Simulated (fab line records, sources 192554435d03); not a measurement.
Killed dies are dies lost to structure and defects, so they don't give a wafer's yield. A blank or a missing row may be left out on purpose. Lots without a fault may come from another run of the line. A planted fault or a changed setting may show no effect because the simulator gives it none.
Split-lot experiment | flow n5_finfet | 7 lots, 21 wafers read, on a route of 1938 steps

THE SPLIT
At N5_MIM_TOP_LITHO_EXPOSE_05 (exposes mask MIM TOP, target cd 2000 nm), the setting dose_mj was moved away from the recipe's 20.5 on 3 of the 21 wafers read, by -5.4% to -2.3%. The other wafers ran this setting at the recipe's value.

FROM THE SPLIT TO THE READING: what the file shows between them, 2 steps
- N5_MIM_TOP_LITHO_DEVELOP_07: develop time 60 s (also split here: develop_time_s)
- N5_MIM_TOP_LITHO_HARDBAKE_09: time 120 s

THE READING
cd_nm, in nm, at N5_MIM_TOP_LITHO_CD_MEAS_08 (target cd 2000 nm). Fault-free wafers of this fab line usually give 1999.5 nm, standard deviation 1.8 nm.

wafer  | tool, chamber at the split | dose_mj as run | against the recipe | cd_nm, nm | against lot-mates on the recipe
L075.1 | krf_scanner-01, 0          | 20.5           | recipe             | 2000.2    | -
L075.3 | krf_scanner-01, 0          | 20.5           | recipe             | 2000.3    | -
L075.6 | krf_scanner-01, 0          | 20.5           | recipe             | 1999.8    | -
L077.1 | krf_scanner-02, 0          | 20.5           | recipe             | 1998.1    | -
L077.2 | krf_scanner-02, 0          | 20.5           | recipe             | 1996.5    | -
L077.5 | krf_scanner-02, 0          | 20.5           | recipe             | 1997.4    | -
L080.4 | krf_scanner-02, 0          | 20.5           | recipe             | 1997.7    | -
L080.5 | krf_scanner-02, 0          | 20.5           | recipe             | 1997.1    | -
L080.6 | krf_scanner-02, 0          | 20.5           | recipe             | 1997.2    | -
L082.1 | krf_scanner-02, 0          | 20.5           | recipe             | 2004.2    | -
L082.2 | krf_scanner-02, 0          | 20.5           | recipe             | 2001.7    | -
L082.4 | krf_scanner-02, 0          | 20.5           | recipe             | 1999.5    | -
L083.1 | krf_scanner-02, 0          | 20.02          | -2.3%              | 2004.8    | +5.4
L083.4 | krf_scanner-02, 0          | 20.5           | recipe             | 1999.4    | -
L083.6 | krf_scanner-02, 0          | 20.02          | -2.3%              | 2003.7    | +4.3
L093.1 | krf_scanner-01, 0          | 20.5           | recipe             | 1999.0    | -
L093.3 | krf_scanner-01, 0          | 20.5           | recipe             | 2001.7    | -
L093.6 | krf_scanner-01, 0          | 20.5           | recipe             | 1996.5    | -
L097.2 | krf_scanner-01, 0          | 19.39          | -5.4%              | 2011.8    | +10.6
L097.3 | krf_scanner-01, 0          | 20.5           | recipe             | 2000.7    | -
L097.4 | krf_scanner-01, 0          | 20.5           | recipe             | 2001.6    | -

THE FIT
A straight line over all 21 wafers: cd_nm changes by -2.24 nm for each +1% of dose_mj; r = -0.83; the points scatter about the line by 2 nm.
The same after taking each lot's own level away (the mean of its wafers on the recipe; 21 wafers): -1.99 nm for each +1%; r = -0.92; scatter 1.2 nm.
On that fit, the largest move of dose_mj shifts the reading by 11 nm.
The lots' own levels span 1997.33 to 2001.80 nm, that is 2.5 times the standard deviation above.
So the lot-to-lot level changes the slope: the two fits differ.
Check: with one of the wafers moved furthest among these (-5.4%) left out of the fit, the line predicts +11.2 nm for it against its lot-mates. It came out at +10.6 nm against them.

OTHER SPLITS ON THESE WAFERS
These wafers also went through other splits before the reading. Each is held against what the fit with the lots' levels taken away leaves over:
other split on the same wafers             | wafers away from the commonest value | r with cd_nm (lot level and that fit taken away)
N5_BEOL_M13_TRENCH_ETCH_34 time_s          | 8                                    | +0.02
N5_BEOL_M14_ETCH_68 time_s                 | 7                                    | -0.17
N5_BEOL_M14_DEP_53 time_s                  | 12                                   | +0.13
N5_BEOL_M15_EXPOSE_07 dose_mj              | 5                                    | -0.20
N5_MIM_TOP_LITHO_DEVELOP_07 develop_time_s | 5                                    | -0.24

THE FILE'S OWN FIT
cd_nm changes by -1.98 nm for each +1% of dose_mj, r = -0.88.
